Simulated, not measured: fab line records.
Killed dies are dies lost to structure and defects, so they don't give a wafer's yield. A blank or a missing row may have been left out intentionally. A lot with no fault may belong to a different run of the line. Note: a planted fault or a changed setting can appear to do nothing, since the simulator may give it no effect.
Which tool was responsible? -- flow n5_finfet -- 31 wafers from 11 lots sampled at 5 of the route's 1938 steps

WHAT THE GAUGES READ, wafer by wafer
N5_BEOL_M4_RC_MEAS_101. Usual: DIBL_N 36.5 mV/V, standard deviation 1.9; DIBL_P 36.4 mV/V, standard deviation 2.2; IOFF_N 0.17 nA/um, standard deviation 0.034; IOFF_P 0.21 nA/um, standard deviation 0.036; ION_N 678 uA/um, standard deviation 12; ION_P 462 uA/um, standard deviation 7.1; SS_N 71.7 mV/dec, standard deviation 0.61; SS_P 73.4 mV/dec, standard deviation 0.71; VT_N 249 mV, standard deviation 3.5; VT_P -251 mV, standard deviation 3.
lot,measured,on,DIBL_N (mV/V),DIBL_P (mV/V),IOFF_N (nA/um),IOFF_P (nA/um),ION_N (uA/um),ION_P (uA/um),SS_N (mV/dec),SS_P (mV/dec),VT_N (mV),VT_P (mV),flag
L186,day 8 17:21,prober-02,37.6 40.3 36.1,37.9 40.5 35.1,0.16 0.23 0.15,0.23 0.27 0.18,671 691 666,455 471 453,71.6 71.8 70.9,73.9 75.4 73.0,248 243 251,-250 -247 -253,
L185,day 8 17:50,prober-01,37.7 36.6 37.5,37.9 37.3 37.5,0.21 0.18 0.19,0.25 0.23 0.23,689 679 683,467 465 461,72.5 71.9 72.7,74.7 74.8 73.5,244 248 246,-249 -250 -251,
L187,day 9 12:31,prober-02,39.2 39.5,39.0 38.4,0.22 0.22,0.23 0.24,689 677,462 464,72.0 72.4,74.0 73.7,246 245,-252 -252,
L190,day 9 17:25,prober-02,38.1 35.4 39.0,38.5 33.8 39.9,0.20 0.14 0.22,0.25 0.18 0.28,687 670 688,464 456 473,71.9 71.4 72.3,73.6 72.7 74.6,246 251 245,-249 -252 -248,
L193,day 10 21:35,prober-01,36.3 36.0 35.0,34.0 33.9 32.9,0.13 0.13 0.12,0.17 0.16 0.16,664 671 658,456 453 458,70.8 70.9 71.3,72.6 73.0 72.2,253 252 256,-258 -255 -256,
L196,day 12 10:33,prober-02,35.0 35.8,34.6 35.2,0.12 0.13,0.17 0.18,667 664,456 452,71.5 71.1,72.6 72.2,256 254,-254 -252,
L200,day 13 06:35,prober-02,33.7 38.1 34.3,34.0 39.5 34.0,0.11 0.18 0.11,0.16 0.24 0.15,664 683 661,456 474 453,71.0 72.7 70.8,72.5 73.6 72.9,255 252 255,-252 -250 -255,
L201,day 13 10:46,prober-02,36.8 39.3 36.1,35.1 38.0 33.2,0.16 0.19 0.14,0.19 0.25 0.16,683 680 671,464 468 451,71.6 72.0 71.9,73.5 74.0 73.2,249 248 252,-251 -248 -255,
L204,day 13 10:07,prober-01,36.8 35.3 35.3,38.1 37.1 37.4,0.18 0.16 0.17,0.22 0.19 0.20,676 673 689,468 456 470,71.6 72.2 72.2,73.6 72.8 72.9,248 251 249,-252 -254 -252,
L203,day 13 19:34,prober-01,33.3 33.8 35.5,34.4 34.5 36.3,0.14 0.12 0.16,0.16 0.16 0.19,686 662 674,462 455 456,72.0 71.7 71.9,72.5 73.3 73.9,250 254 250,-254 -253 -253,
L205,day 14 06:35,prober-01,38.7 36.4 35.9,38.4 35.0 34.8,0.20 0.16 0.14,0.27 0.21 0.20,687 684 678,466 465 468,72.4 71.9 71.1,74.0 73.6 73.4,247 249 252,-246 -250 -253,

WHAT TOOL EACH LOT RAN ON (gives the tool, then ch and the chambers of the sampled wafers, and finally the start)
lot,N5_BEOL_M3_HM_DEP_02,N5_BEOL_M3_COAT_22,N5_BEOL_M3_DESCUM_33,N5_BEOL_M3_ETCHBACK_99
L186,"pvd_sputter-01, day 7 16:36","litho_track-03 ch 0, day 7 17:38","rie_diel-05 ch 0,3, day 7 18:20","rie_diel-02 ch 0,1, day 8 00:38"
L185,"pvd_sputter-01, day 7 17:17","litho_track-04 ch 0, day 7 18:24","rie_diel-05 ch 0,1,2, day 7 18:48","rie_diel-02 ch 0,1, day 8 01:06"
L187,"pvd_sputter-03, day 8 00:09","litho_track-03 ch 0, day 8 01:08","rie_diel-02 ch 1,2, day 8 01:41","rie_diel-02 ch 1, day 8 06:23"
L190,"pvd_sputter-01, day 8 12:36","litho_track-03 ch 0, day 8 13:43","rie_diel-06 ch 1,2,3, day 8 14:14","rie_diel-02 ch 1,2,3, day 8 16:01"
L193,"pvd_sputter-01, day 8 20:59","litho_track-02 ch 0, day 8 22:00","rie_diel-02 ch 1,2, day 8 22:24","rie_diel-02 ch 0,3, day 9 04:46"
L196,"pvd_sputter-01, day 11 01:12","litho_track-02 ch 0, day 11 02:17","rie_diel-06 ch 2,3, day 11 02:41","rie_diel-06 ch 0,2, day 11 15:40"
L200,"pvd_sputter-01, day 11 18:00","litho_track-04 ch 0, day 11 19:07","rie_diel-05 ch 0,1,3, day 11 19:38","rie_diel-05 ch 1,2,3, day 12 06:26"
L201,"pvd_sputter-02, day 11 19:50","litho_track-04 ch 0, day 11 20:56","rie_diel-05 ch 0,1,3, day 11 21:23","rie_diel-06 ch 1,2, day 12 06:28"
L204,"pvd_sputter-02, day 12 03:07","litho_track-03 ch 0, day 12 04:19","rie_diel-06 ch 1,3, day 12 04:43","rie_diel-05 ch 0,2, day 12 10:38"
L203,"pvd_sputter-01, day 12 06:54","litho_track-03 ch 0, day 12 08:05","rie_diel-06 ch 0,2,3, day 12 08:29","rie_diel-02 ch 0,1,3, day 12 17:10"
L205,"pvd_sputter-02, day 12 17:28","litho_track-03 ch 0, day 12 18:35","rie_diel-05 ch 0,1,3, day 12 19:01","rie_diel-02 ch 0,1,3, day 13 00:01"
- N5_BEOL_M3_HM_DEP_02: deposits TiN, target thk 20 nm.
- N5_BEOL_M3_COAT_22: resist thk 30 nm.
- N5_BEOL_M3_DESCUM_33: chemistry O2, time 7 s.
- N5_BEOL_M3_ETCHBACK_99: etches SiO2 in CHF3, target depth 5 nm, time 10.4 s.

AS READ BY THE TOOLS THEMSELVES (means over the sampled wafers that have a number; for cases with no such wafer, the mark the record gives instead)
N5_BEOL_M3_HM_DEP_02. Usual: throttle_valve_pct 30.7 %, standard deviation 1.3.
lot,tool,throttle_valve_pct (%),flag
L186,pvd_sputter-01,31.4,
L185,pvd_sputter-01,32.1,
L187,pvd_sputter-03,29.2,
L190,pvd_sputter-01,32.2,
L193,pvd_sputter-01,30.1,
L196,pvd_sputter-01,31.2,
L200,pvd_sputter-01,31.5,
L201,pvd_sputter-02,30.8,
L204,pvd_sputter-02,29.5,
L203,pvd_sputter-01,31.4,
L205,pvd_sputter-02,29.7,

N5_BEOL_M3_COAT_22. Usual: spin_speed_rpm 1500.0 rpm, standard deviation 1.
lot,tool,spin_speed_rpm (rpm),flag
L186,litho_track-03,1498.6,
L185,litho_track-04,1500.8,
L187,litho_track-03,1500.2,
L190,litho_track-03,1499.9,
L193,litho_track-02,1499.3,
L196,litho_track-02,1499.1,
L200,litho_track-04,1500.9,
L201,litho_track-04,1499.5,
L204,litho_track-03,1499.8,
L203,litho_track-03,1314.7,OFF
L205,litho_track-03,1317.3,OFF

N5_BEOL_M3_DESCUM_33. Usual: bias_power_w 20.00 W, standard deviation 0.057; drypump_motor_current_A 5.6 A, standard deviation 0.44; oes_product_au 0.77 a.u., standard deviation 0.081; rf_vpp_V 243.1 V, standard deviation 1.1; showerhead_plenum_p_Torr 2.09 Torr, standard deviation 0.058; throttle_valve_pct 20.42 %, standard deviation 0.2.
lot,tool,bias_power_w (W),drypump_motor_current_A (A),oes_product_au (a.u.),rf_vpp_V (V),showerhead_plenum_p_Torr (Torr),throttle_valve_pct (%),flag
L186,rie_diel-05,19.96,5.2,0.80,242.7,2.04,20.28,
L185,rie_diel-05,20.06,5.7,0.79,243.8,2.10,20.16,
L187,rie_diel-02,19.97,5.8,0.81,242.8,2.06,20.40,
L190,rie_diel-06,19.96,5.9,0.71,243.4,2.14,20.51,
L193,rie_diel-02,20.08,5.7,0.81,242.4,2.05,20.40,
L196,rie_diel-06,19.99,5.7,0.71,244.0,2.17,20.54,
L200,rie_diel-05,19.99,5.3,0.82,242.5,2.07,20.29,
L201,rie_diel-05,20.01,5.3,0.82,242.8,2.07,20.27,
L204,rie_diel-06,20.00,6.2,0.67,244.0,2.10,20.59,
L203,rie_diel-06,19.99,5.5,0.73,243.2,2.11,20.59,
L205,rie_diel-05,20.01,5.3,0.81,242.7,2.07,20.29,

N5_BEOL_M3_ETCHBACK_99. Usual: drypump_motor_current_A 5.6 A, standard deviation 0.41; oes_product_au 0.77 a.u., standard deviation 0.078; rf_vpp_V 241 V, standard deviation 4.5; showerhead_plenum_p_Torr 2.15 Torr, standard deviation 0.061; throttle_valve_pct 17.09 %, standard deviation 0.24.
lot,tool,drypump_motor_current_A (A),oes_product_au (a.u.),rf_vpp_V (V),showerhead_plenum_p_Torr (Torr),throttle_valve_pct (%),flag
L186,rie_diel-02,5.4,0.79,239,2.14,17.18,
L185,rie_diel-02,5.4,0.80,237,2.14,17.18,
L187,rie_diel-02,5.7,0.84,236,2.09,17.02,
L190,rie_diel-02,5.7,0.86,237,2.11,16.92,
L193,rie_diel-02,5.3,0.78,242,2.20,17.26,
L196,rie_diel-06,5.5,0.76,244,2.17,17.29,
L200,rie_diel-05,5.6,0.82,243,2.17,16.94,
L201,rie_diel-06,5.9,0.71,241,2.20,17.17,
L204,rie_diel-05,5.9,0.82,244,2.15,16.79,
L203,rie_diel-02,5.4,0.79,239,2.14,17.13,
L205,rie_diel-02,5.5,0.79,240,2.13,17.15,

THE ANSWER, worked out from the rows above alone
Rule: a lot counts as off when the mean over its wafers that have a number is more than 3 standard deviations away from the usual mean. A lot without any number at a reading at which 4 lots or more have one is off too. Where the step has rows for the other lots, those lots are counted as sound. First the gauges in route order, then the tools' own readings, where a lot's mean is used as printed above. The first step at which some lot is off is used, and at that step the reading that is off furthest; a lot without a number counts as furthest.
Off at N5_BEOL_M3_COAT_22 (spin_speed_rpm): L203, L205.
A tool fits if, at that step or a process step before it, it ran every lot that is off, and no sound lot after the first of them. One candidate fits, namely litho_track-03 at N5_BEOL_M3_COAT_22. A fault onset in the window from L204 (day 12 04:19, its last sound lot) to L203 (day 12 08:05, its first lot off) fits.
The tool's own readings at N5_BEOL_M3_COAT_22 bear it out: on the lots that are off they differ by more than 5 times the standard deviation of the sound lots' means. spin_speed_rpm reads 1316.0 rpm there against 1499.8 rpm on the sound lots.

WHAT THE SIMULATOR HAD PUT IN
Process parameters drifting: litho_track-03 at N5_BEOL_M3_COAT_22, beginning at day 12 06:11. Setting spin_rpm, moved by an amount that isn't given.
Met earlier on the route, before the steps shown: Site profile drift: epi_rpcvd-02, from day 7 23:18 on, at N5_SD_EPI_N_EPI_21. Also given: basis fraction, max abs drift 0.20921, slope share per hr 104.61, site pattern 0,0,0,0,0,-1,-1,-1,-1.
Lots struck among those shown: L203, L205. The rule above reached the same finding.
